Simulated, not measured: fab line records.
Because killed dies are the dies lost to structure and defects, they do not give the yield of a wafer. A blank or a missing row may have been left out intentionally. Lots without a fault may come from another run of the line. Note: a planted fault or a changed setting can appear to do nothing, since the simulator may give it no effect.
Which tool did it? / flow nand_harc / 30 wafers from 10 lots sampled at 4 of the route's 1302 steps

WHAT THE GAUGES READ, wafer by wafer
NHARC_P_M0_CD_MEAS_09 targets a cd of 90 nm.
lot=L693; measured=day 6 06:50; on=cd_sem-03; cd_nm (nm)=90.8 89.9 89.9
lot=L694; measured=day 6 13:17; on=cd_sem-02; cd_nm (nm)=91.1 91.5 91.4
lot=L695; measured=day 7 04:31; on=cd_sem-03; cd_nm (nm)=90.5 89.8 90.3
lot=L699; measured=day 8 13:38; on=cd_sem-02; cd_nm (nm)=90.9 89.8 89.8
lot=L702; measured=day 9 18:42; on=cd_sem-01; cd_nm (nm)=91.1 90.6 90.5
lot=L703; measured=day 10 05:51; on=cd_sem-01; cd_nm (nm)=91.0 90.5 91.1
lot=L704; measured=day 10 19:16; on=cd_sem-01; cd_nm (nm)=90.3 89.8 89.7
lot=L714; measured=day 15 04:48; on=cd_sem-02; cd_nm (nm)=86.3 87.0 86.6 86.6 87.2 86.7
lot=L715; measured=day 15 07:38; on=cd_sem-02; cd_nm (nm)=87.8 87.3 87.0 88.2 87.2 87.0
lot=L716; measured=day 15 18:37; on=cd_sem-03; cd_nm (nm)=91.4 90.7 90.0

WHICH TOOL RAN EACH LOT (tool, then ch and the chambers of the sampled wafers, then the start)
lot=L693; NHARC_P_CONTACT_ETCH_36=rie_diel-12 ch 0,1,3, day 6 06:42 or earlier; NHARC_P_CONTACT_ETCH_18=rie_diel-12 ch 1,2,3, day 6 06:42 or earlier; NHARC_P_M0_EXPOSE_06=arfi_scanner-03 ch 0, day 6 06:42
lot=L694; NHARC_P_CONTACT_ETCH_36=rie_diel-07 ch 1,2, day 6 13:08 or earlier; NHARC_P_CONTACT_ETCH_18=rie_diel-07 ch 0,2, day 6 13:08 or earlier; NHARC_P_M0_EXPOSE_06=arfi_scanner-02 ch 0, day 6 13:08
lot=L695; NHARC_P_CONTACT_ETCH_36=rie_diel-12 ch 0,1,3, day 7 04:23 or earlier; NHARC_P_CONTACT_ETCH_18=rie_diel-12 ch 2,3, day 7 04:23 or earlier; NHARC_P_M0_EXPOSE_06=arfi_scanner-02 ch 0, day 7 04:23
lot=L699; NHARC_P_CONTACT_ETCH_36=rie_diel-03 ch 0,1,2, day 8 13:30 or earlier; NHARC_P_CONTACT_ETCH_18=rie_diel-03 ch 1,2,3, day 8 13:30 or earlier; NHARC_P_M0_EXPOSE_06=arfi_scanner-03 ch 0, day 8 13:30
lot=L702; NHARC_P_CONTACT_ETCH_36=rie_diel-03 ch 0,2,3, day 9 18:34 or earlier; NHARC_P_CONTACT_ETCH_18=rie_diel-03 ch 0,1,3, day 9 18:34 or earlier; NHARC_P_M0_EXPOSE_06=arfi_scanner-01 ch 0, day 9 18:34
lot=L703; NHARC_P_CONTACT_ETCH_36=rie_diel-12 ch 2,3, day 10 05:43 or earlier; NHARC_P_CONTACT_ETCH_18=rie_diel-12 ch 2,3, day 10 05:43 or earlier; NHARC_P_M0_EXPOSE_06=arfi_scanner-01 ch 0, day 10 05:43
lot=L704; NHARC_P_CONTACT_ETCH_36=rie_diel-12 ch 2,3, day 10 19:08 or earlier; NHARC_P_CONTACT_ETCH_18=rie_diel-12 ch 0,1,3, day 10 19:08 or earlier; NHARC_P_M0_EXPOSE_06=arfi_scanner-03 ch 0, day 10 19:08
lot=L714; NHARC_P_CONTACT_ETCH_36=rie_diel-07 ch 1,2,3, day 15 04:40 or earlier; NHARC_P_CONTACT_ETCH_18=rie_diel-07 ch 0,1,2, day 15 04:40 or earlier; NHARC_P_M0_EXPOSE_06=arfi_scanner-03 ch 0, day 15 04:40
lot=L715; NHARC_P_CONTACT_ETCH_36=rie_diel-12 ch 0,1,3, day 15 07:29 or earlier; NHARC_P_CONTACT_ETCH_18=rie_diel-12 ch 0,2,3, day 15 07:29 or earlier; NHARC_P_M0_EXPOSE_06=arfi_scanner-03 ch 0, day 15 07:29
lot=L716; NHARC_P_CONTACT_ETCH_36=rie_diel-07 ch 0,1,3, day 15 18:29 or earlier; NHARC_P_CONTACT_ETCH_18=rie_diel-07 ch 0,2,3, day 15 18:29 or earlier; NHARC_P_M0_EXPOSE_06=arfi_scanner-01 ch 0, day 15 18:29
- NHARC_P_CONTACT_ETCH_36: etches the open film in N2/H2, target depth 260 nm, time 406.25 s.
- NHARC_P_CONTACT_ETCH_18: etches the open film in C4F8/O2/Ar, target depth 481 nm, time 240.5 s.
- NHARC_P_M0_EXPOSE_06: exposes mask P M0, target cd 90 nm.

THE ANSWER, worked out from the rows above alone
Rule: the lots themselves supply what counts as usual. The widest of any qualifying gaps counts: lots, ordered by their means at a reading, are off when they make up no more than a third of the lots, leave a main group of 4 or more, and stand apart from it by 3 or more times the standard deviation of that group's means. Not used: any main group whose means are identical at the precision the tables above print for the reading. Also off: a lot with no number at a reading for which 4 or more lots have one. Where the step has rows for the other lots, those lots are counted as sound.
Off at NHARC_P_M0_CD_MEAS_09 (cd_nm): L714, L715. Main group: mean 90.5 nm, sd 0.44.
A tool fits if, at a process step before that reading, it ran every lot that is off, and no sound lot after the first of them. The gauges at NHARC_P_M0_CD_MEAS_09 are tried like those tools. NHARC_P_CONTACT_ETCH_36: start missing for some lots; hours and lot order therefore follow NHARC_P_M0_EXPOSE_06. NHARC_P_CONTACT_ETCH_18: start missing for some lots; hours and lot order therefore follow NHARC_P_M0_EXPOSE_06. Undecided on this evidence; 2 tools fit (arfi_scanner-03 at NHARC_P_M0_EXPOSE_06, cd_sem-02 at NHARC_P_M0_CD_MEAS_09).

WHAT THE SIMULATOR HAD PUT IN
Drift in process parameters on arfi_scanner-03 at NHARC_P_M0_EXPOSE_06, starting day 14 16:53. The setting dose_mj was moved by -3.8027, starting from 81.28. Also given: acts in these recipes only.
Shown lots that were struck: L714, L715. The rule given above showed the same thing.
